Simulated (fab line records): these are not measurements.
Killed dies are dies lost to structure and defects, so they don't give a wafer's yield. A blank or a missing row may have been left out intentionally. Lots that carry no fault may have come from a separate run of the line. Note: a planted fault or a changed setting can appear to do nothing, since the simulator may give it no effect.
Which tool did it?	flow nand_harc	24 lots, 72 wafers sampled, at 6 steps of a route of 1159

WHAT THE GAUGES SHOWED, per wafer
NHARC_P_CONTACT_CD_MEAS_12 targets a cd of 90 nm.
lot	measured	on	cd_nm (nm)
L074	day 5 16:24	cd_sem-01	89.0 90.1 88.5
L075	day 5 17:25	cd_sem-03	89.8 89.9 90.8
L076	day 6 06:01	cd_sem-03	89.9 90.4 91.5
L077	day 6 04:55	cd_sem-02	90.6 89.5 90.8
L078	day 6 12:48	cd_sem-03	89.5 89.8 90.2
L079	day 6 13:08	cd_sem-02	89.9 89.8 89.9
L080	day 7 07:16	cd_sem-03	88.7 89.4 90.1
L081	day 7 06:07	cd_sem-03	90.1 90.3 89.5
L082	day 7 17:40	cd_sem-02	89.9 89.9 89.8
L083	day 7 18:17	cd_sem-02	89.0 89.9 89.4
L084	day 8 04:30	cd_sem-02	90.1 89.8 89.1
L085	day 8 05:19	cd_sem-03	90.3 89.4 90.2
L086	day 8 23:05	cd_sem-03	88.9 89.6 88.8
L087	day 8 23:47	cd_sem-02	89.3 88.8 89.8
L088	day 8 21:56	cd_sem-01	89.4 90.9 90.1
L089	day 9 15:41	cd_sem-03	89.1 88.8 89.0
L090	day 9 16:34	cd_sem-02	89.4 90.5 89.6
L091	day 9 22:03	cd_sem-01	89.4 89.8 89.6
L092	day 9 23:50	cd_sem-02	89.6 89.2 89.4
L093	day 10 04:22	cd_sem-03	89.4 90.0 89.3
L094	day 10 11:58	cd_sem-01	90.1 89.0 90.5
L095	day 10 18:53	cd_sem-03	89.3 90.9 89.9
L096	day 11 03:17	cd_sem-01	90.4 89.8 89.9
L097	day 11 03:40	cd_sem-03	89.8 89.3 89.0

NHARC_P_CONTACT_OVL_MEAS_13.
lot	measured	on	overlay_x_nm (nm)	overlay_y_nm (nm)
L074	day 5 16:29	overlay-02	0.0 -1.0 -0.6	0.0 -0.4 -0.5
L075	day 5 17:30	overlay-01	-0.2 -0.2 -0.2	-0.5 -0.6 -0.3
L076	day 6 06:06	overlay-02	-0.1 -0.4 -0.5	1.2 1.1 1.3
L077	day 6 05:00	overlay-01	-0.4 -0.8 -0.2	0.2 0.6 0.0
L078	day 6 12:53	overlay-02	1.5 2.0 1.1	-0.8 -1.0 -0.6
L079	day 6 13:14	overlay-01	-0.4 -0.4 -0.8	-0.4 -0.7 0.2
L080	day 7 07:22	overlay-02	1.3 0.3 0.9	1.3 1.4 1.9
L081	day 7 06:11	overlay-01	0.3 0.1 -0.5	-0.4 -0.6 -0.3
L082	day 7 17:44	overlay-02	-0.5 -0.3 0.2	1.0 0.7 1.0
L083	day 7 18:22	overlay-02	0.6 1.1 0.0	0.9 0.7 0.5
L084	day 8 04:35	overlay-02	0.4 -0.4 0.1	1.1 0.4 0.3
L085	day 8 05:24	overlay-01	-1.5 -1.7 -1.7	-0.1 0.4 -0.2
L086	day 8 23:10	overlay-01	0.5 0.3 0.8	1.5 1.7 1.3
L087	day 8 23:53	overlay-02	1.2 1.1 1.4	1.2 0.7 1.2
L088	day 8 22:01	overlay-02	0.7 1.3 1.1	0.4 0.8 0.1
L089	day 9 15:48	overlay-02	-2.1 -2.0 -2.2	1.2 0.6 1.1
L090	day 9 16:39	overlay-01	-0.7 -0.3 -0.6	-1.8 -1.5 -1.8
L091	day 9 22:08	overlay-01	-0.5 -0.9 -0.1	-0.5 -0.2 0.1
L092	day 9 23:55	overlay-01	-0.2 0.7 0.3	1.1 0.9 1.0
L093	day 10 04:27	overlay-02	-0.4 -0.2 0.2	-1.1 -0.7 -0.2
L094	day 10 12:03	overlay-02	-0.4 -0.3 0.3	1.5 1.5 1.7
L095	day 10 18:59	overlay-02	0.3 0.1 0.0	-0.2 -0.1 0.0
L096	day 11 03:22	overlay-01	0.9 0.5 0.4	0.2 0.2 -0.2
L097	day 11 03:44	overlay-02	0.9 0.7 0.7	0.3 -0.1 0.4

EACH LOT AND THE TOOL THAT RAN IT (in order: tool; ch and the chambers of the sampled wafers; start)
lot	NHARC_P_ZERO_WELL_ETCH_63	NHARC_P_ZERO_WELL_DESCUM_26	NHARC_P_GATE_ETCH_104	NHARC_P_CONTACT_DEP_00
L074	rie_si-05 ch 2,3, day 1 13:34	rie_diel-08 ch 2,3, day 1 14:38	rie_diel-02 ch 1,2,3, day 4 20:39	pecvd-03 ch 0,2, day 5 16:24 or earlier
L075	rie_si-01 ch 0,2,3, day 1 19:40	rie_diel-12 ch 1,3, day 1 20:45	rie_diel-07 ch 1,2,3, day 4 20:55	pecvd-04 ch 0,2, day 5 17:25 or earlier
L076	rie_si-02 ch 0,1,3, day 2 01:47	rie_diel-08 ch 0,1,2, day 2 02:54	rie_diel-07 ch 0,1,2, day 5 08:43	pecvd-03 ch 0,1,2, day 6 06:01 or earlier
L077	rie_si-01 ch 0,3, day 2 07:53	rie_diel-08 ch 0,1, day 2 08:51	rie_diel-02 ch 0,2,3, day 5 08:34	pecvd-01 ch 0,1,2, day 6 04:55 or earlier
L078	rie_si-05 ch 0,1,2, day 2 13:40	rie_diel-12 ch 1,2,3, day 2 14:45	rie_diel-02 ch 0,2,3, day 5 17:16	pecvd-04 ch 0,1,2, day 6 12:48 or earlier
L079	rie_si-02 ch 1,3, day 2 19:41	rie_diel-11 ch 1,2,3, day 2 20:38	rie_diel-07 ch 0,2, day 5 17:11	pecvd-03 ch 0,2, day 6 13:08 or earlier
L080	rie_si-02 ch 0,1,2, day 3 01:41	rie_diel-11 ch 0,2,3, day 3 02:39	rie_diel-04 ch 0,1,2, day 6 10:38	pecvd-04 ch 0,1, day 7 05:50
L081	rie_si-05 ch 0,1, day 3 07:40	rie_diel-08 ch 1,3, day 3 08:38	rie_diel-04 ch 2,3, day 6 10:06	pecvd-01 ch 0,2, day 7 06:07 or earlier
L082	rie_si-01 ch 0,2,3, day 3 13:32	rie_diel-11 ch 0,1,2, day 3 14:30	rie_diel-02 ch 0,1,3, day 6 21:23	pecvd-04 ch 0,2, day 7 17:40 or earlier
L083	rie_si-01 ch 0,1,2, day 3 19:41	rie_diel-12 ch 0,1,3, day 3 20:45	rie_diel-02 ch 0,2,3, day 6 21:58	pecvd-03 ch 0,2, day 7 18:17 or earlier
L084	rie_si-01 ch 1,2,3, day 4 01:42	rie_diel-08 ch 0,3, day 4 02:45	rie_diel-04 ch 0,3, day 7 08:20	pecvd-03 ch 0,1,2, day 8 04:30 or earlier
L085	rie_si-02 ch 0,1,3, day 4 07:33	rie_diel-08 ch 1,3, day 4 08:31	rie_diel-04 ch 0,1,3, day 7 08:43	pecvd-01 ch 0,1,2, day 8 05:19 or earlier
L086	rie_si-05 ch 0,2, day 4 13:41	rie_diel-12 ch 1,3, day 4 14:39	rie_diel-07 ch 0,1,3, day 8 01:53	pecvd-04 ch 1,2, day 8 23:05 or earlier
L087	rie_si-05 ch 1,2, day 4 19:38	rie_diel-08 ch 0,1,3, day 4 20:46	rie_diel-07 ch 0,2,3, day 8 02:14	pecvd-01 ch 0,1,2, day 8 23:47 or earlier
L088	rie_si-05 ch 1,2,3, day 5 01:40	rie_diel-08 ch 0,1,3, day 5 02:44	rie_diel-04 ch 0,2,3, day 8 01:38	pecvd-03 ch 0,1,2, day 8 21:56 or earlier
L089	rie_si-05 ch 0,3, day 5 07:40	rie_diel-12 ch 0,1, day 5 08:47	rie_diel-02 ch 0,2,3, day 8 19:47	pecvd-01 ch 0,2, day 9 15:41 or earlier
L090	rie_si-02 ch 0,1,2, day 5 13:33	rie_diel-12 ch 2,3, day 5 14:37	rie_diel-04 ch 0,2, day 8 20:26	pecvd-03 ch 0,1, day 9 16:34 or earlier
L091	rie_si-05 ch 0,3, day 5 19:41	rie_diel-11 ch 0,1, day 5 20:46	rie_diel-04 ch 0,1, day 9 00:57	pecvd-01 ch 0,1,2, day 9 22:03 or earlier
L092	rie_si-01 ch 0,1,3, day 6 01:39	rie_diel-11 ch 1,2,3, day 6 02:46	rie_diel-02 ch 0,2,3, day 9 01:50	pecvd-03 ch 0,1,2, day 9 23:50 or earlier
L093	rie_si-05 ch 0,1,3, day 6 07:38	rie_diel-12 ch 1,2, day 6 08:44	rie_diel-04 ch 0,2, day 9 08:19	pecvd-01 ch 1,2, day 10 04:22 or earlier
L094	rie_si-05 ch 0,1,3, day 6 13:33	rie_diel-12 ch 0,1,3, day 6 14:31	rie_diel-04 ch 0,1,2, day 9 16:16	pecvd-01 ch 0,2, day 10 11:58 or earlier
L095	rie_si-05 ch 0,1,2, day 6 19:38	rie_diel-11 ch 0,3, day 6 20:43	rie_diel-04 ch 1,2, day 9 23:25	pecvd-01 ch 1,2, day 10 18:53 or earlier
L096	rie_si-01 ch 0,1,2, day 7 01:39	rie_diel-12 ch 1,2,3, day 7 02:45	rie_diel-02 ch 0,1,3, day 10 06:58	pecvd-04 ch 0,1,2, day 11 03:17 or earlier
L097	rie_si-02 ch 0,3, day 7 07:31	rie_diel-12 ch 0,2, day 7 08:29	rie_diel-04 ch 0,1, day 10 07:07	pecvd-03 ch 0,1,2, day 11 03:40 or earlier
- NHARC_P_ZERO_WELL_ETCH_63: etches the open film in HBr/Cl2, target depth 120 nm, time 40.1 s.
- NHARC_P_ZERO_WELL_DESCUM_26: chemistry O2, time 3 s.
- NHARC_P_GATE_ETCH_104: etches the open film in CF4/CHF3, target depth 60 nm.
- NHARC_P_CONTACT_DEP_00: deposits SiO2, target thk 500 nm.

WHAT THE TOOLS THEMSELVES READ (means of the sampled wafers that have a number; where no wafer has one, the mark that the record gives instead)
NHARC_P_ZERO_WELL_ETCH_63.
lot	tool	drypump_motor_current_A (A)	he_backside_leak_sccm (sccm)	oes_product_au (a.u.)	throttle_valve_pct (%)
L074	rie_si-05	6.0	2.50	0.993	26.407
L075	rie_si-01	5.6	2.79	1.008	26.403
L076	rie_si-02	5.6	2.69	1.003	26.401
L077	rie_si-01	5.7	2.75	1.007	26.406
L078	rie_si-05	5.5	2.55	1.008	26.407
L079	rie_si-02	5.6	2.74	0.985	26.401
L080	rie_si-02	5.7	2.59	0.998	26.408
L081	rie_si-05	5.2	2.41	1.004	26.405
L082	rie_si-01	5.5	2.62	1.006	26.409
L083	rie_si-01	6.0	2.68	1.014	26.415
L084	rie_si-01	5.5	2.66	0.997	26.411
L085	rie_si-02	5.6	2.71	1.001	26.410
L086	rie_si-05	5.5	2.53	1.018	26.408
L087	rie_si-05	5.7	2.38	1.022	26.401
L088	rie_si-05	5.9	2.47	1.006	26.407
L089	rie_si-05	5.8	2.64	0.984	26.409
L090	rie_si-02	5.7	2.55	0.992	26.409
L091	rie_si-05	5.4	2.66	1.002	26.403
L092	rie_si-01	5.7	2.67	1.003	26.412
L093	rie_si-05	5.6	2.57	1.007	26.395
L094	rie_si-05	5.6	2.56	1.009	26.406
L095	rie_si-05	5.5	2.45	1.005	26.406
L096	rie_si-01	6.0	2.68	1.015	26.406
L097	rie_si-02	5.7	2.53	1.004	26.407

NHARC_P_ZERO_WELL_DESCUM_26.
lot	tool	drypump_motor_current_A (A)	oes_product_au (a.u.)	rf_vpp_V (V)	showerhead_plenum_p_Torr (Torr)	throttle_valve_pct (%)
L074	rie_diel-08	5.8	1.011	58.2	1.91	11.314
L075	rie_diel-12	6.2	0.992	57.0	1.92	11.315
L076	rie_diel-08	5.7	1.008	58.0	1.91	11.305
L077	rie_diel-08	5.8	0.995	58.1	1.93	11.312
L078	rie_diel-12	5.8	1.012	58.2	1.94	11.312
L079	rie_diel-11	5.4	0.998	58.1	1.96	11.321
L080	rie_diel-11	5.5	1.007	58.2	1.98	11.314
L081	rie_diel-08	5.5	0.999	57.5	1.83	11.309
L082	rie_diel-11	5.4	1.016	58.1	1.98	11.315
L083	rie_diel-12	6.0	1.006	58.2	1.98	11.310
L084	rie_diel-08	6.0	0.987	56.6	1.93	11.307
L085	rie_diel-08	5.8	0.989	57.3	1.87	11.306
L086	rie_diel-12	6.2	1.010	57.7	1.92	11.317
L087	rie_diel-08	5.8	0.987	56.8	1.90	11.309
L088	rie_diel-08	5.8	0.988	57.8	1.90	11.317
L089	rie_diel-12	5.9	1.022	58.6	2.05	11.312
L090	rie_diel-12	5.8	1.011	57.4	1.89	11.308
L091	rie_diel-11	5.3	0.999	58.3	1.96	11.306
L092	rie_diel-11	5.4	1.011	58.0	1.95	11.308
L093	rie_diel-12	5.5	1.004	57.6	1.97	11.320
L094	rie_diel-12	6.0	1.013	58.1	1.98	11.322
L095	rie_diel-11	5.4	1.018	57.2	1.99	11.303
L096	rie_diel-12	5.8	1.005	57.5	1.94	11.311
L097	rie_diel-12	5.5	1.010	58.6	2.02	11.311

NHARC_P_GATE_ETCH_104.
lot	tool	cf4_flow_sccm (sccm)	drypump_motor_current_A (A)	oes_product_au (a.u.)	rf_vpp_V (V)	showerhead_plenum_p_Torr (Torr)	throttle_valve_pct (%)
L074	rie_diel-02	100.05	5.8	0.960	370.2	1.58	16.798
L075	rie_diel-07	100.06	5.9	0.932	371.8	1.63	16.798
L076	rie_diel-07	99.87	5.7	0.978	372.2	1.62	16.800
L077	rie_diel-02	99.75	5.7	0.962	370.4	1.56	16.804
L078	rie_diel-02	99.82	5.7	0.942	369.9	1.56	16.797
L079	rie_diel-07	100.31	5.8	0.959	372.1	1.61	16.802
L080	rie_diel-04	99.85	5.4	0.945	369.5	1.55	16.811
L081	rie_diel-04	99.88	6.1	0.952	370.7	1.58	16.799
L082	rie_diel-02	100.23	5.8	0.969	370.5	1.55	16.805
L083	rie_diel-02	99.88	5.7	0.928	370.4	1.56	16.805
L084	rie_diel-04	100.07	5.4	0.923	370.0	1.54	16.801
L085	rie_diel-04	99.85	5.7	0.941	370.7	1.59	16.807
L086	rie_diel-07	99.83	5.8	0.949	373.4	1.64	16.802
L087	rie_diel-07	100.34	5.9	0.936	372.4	1.63	16.803
L088	rie_diel-04	99.86	5.7	0.932	369.5	1.56	16.805
L089	rie_diel-02	99.99	5.7	0.956	370.1	1.56	16.793
L090	rie_diel-04	100.08	5.5	0.953	368.3	1.52	16.799
L091	rie_diel-04	100.28	5.1	0.934	369.5	1.53	16.810
L092	rie_diel-02	99.65	5.7	0.972	370.1	1.56	16.802
L093	rie_diel-04	100.16	5.4	0.952	370.5	1.52	16.804
L094	rie_diel-04	100.48	5.4	0.961	369.4	1.55	16.805
L095	rie_diel-04	99.84	5.7	0.980	369.5	1.56	16.800
L096	rie_diel-02	100.30	5.8	0.970	369.9	1.55	16.806
L097	rie_diel-04	100.18	5.4	0.922	371.4	1.58	16.811

NHARC_P_CONTACT_DEP_00.
lot	tool	heater_power_w (W)	showerhead_vpp_V (V)	throttle_valve_pct (%)
L074	pecvd-03	488	1849	16.7
L075	pecvd-04	587	1836	15.6
L076	pecvd-03	553	1830	16.2
L077	pecvd-01	577	1867	15.8
L078	pecvd-04	575	1852	16.1
L079	pecvd-03	512	1874	15.9
L080	pecvd-04	460	1878	16.1
L081	pecvd-01	473	1931	16.1
L082	pecvd-04	542	1838	15.7
L083	pecvd-03	514	1834	16.3
L084	pecvd-03	517	1831	16.3
L085	pecvd-01	550	1882	15.9
L086	pecvd-04	564	1887	16.6
L087	pecvd-01	532	1874	16.0
L088	pecvd-03	554	1824	16.5
L089	pecvd-01	482	1930	16.3
L090	pecvd-03	464	1831	16.7
L091	pecvd-01	503	1893	16.1
L092	pecvd-03	515	1827	16.4
L093	pecvd-01	612	1850	15.6
L094	pecvd-01	544	1850	16.2
L095	pecvd-01	534	1813	15.8
L096	pecvd-04	526	1880	15.6
L097	pecvd-03	513	1819	16.6

THE ANSWER, worked out from the rows above alone
Rule: the lots themselves supply what counts as usual. The widest of any qualifying gaps counts: lots, ordered by their means at a reading, are off when they make up no more than a third of the lots, leave a main group of 4 or more, and stand apart from it by 3 or more times the standard deviation of that group's means. A main group whose means are all the same, to the digits that the tables above print for the reading, isn't used. A lot without any number at a reading at which 4 lots or more have one is off too. The other lots that the step has rows for count as sound. The gauges are gone through in route order, then the tools' own readings, and for those a lot's mean is taken as printed above. At the first step where some lot is off, the reading lying furthest off is the one used; lots without a number count as furthest.
No lot is off on any of the readings shown, so nothing can be concluded from this.

WHAT WAS PUT IN BY THE SIMULATOR
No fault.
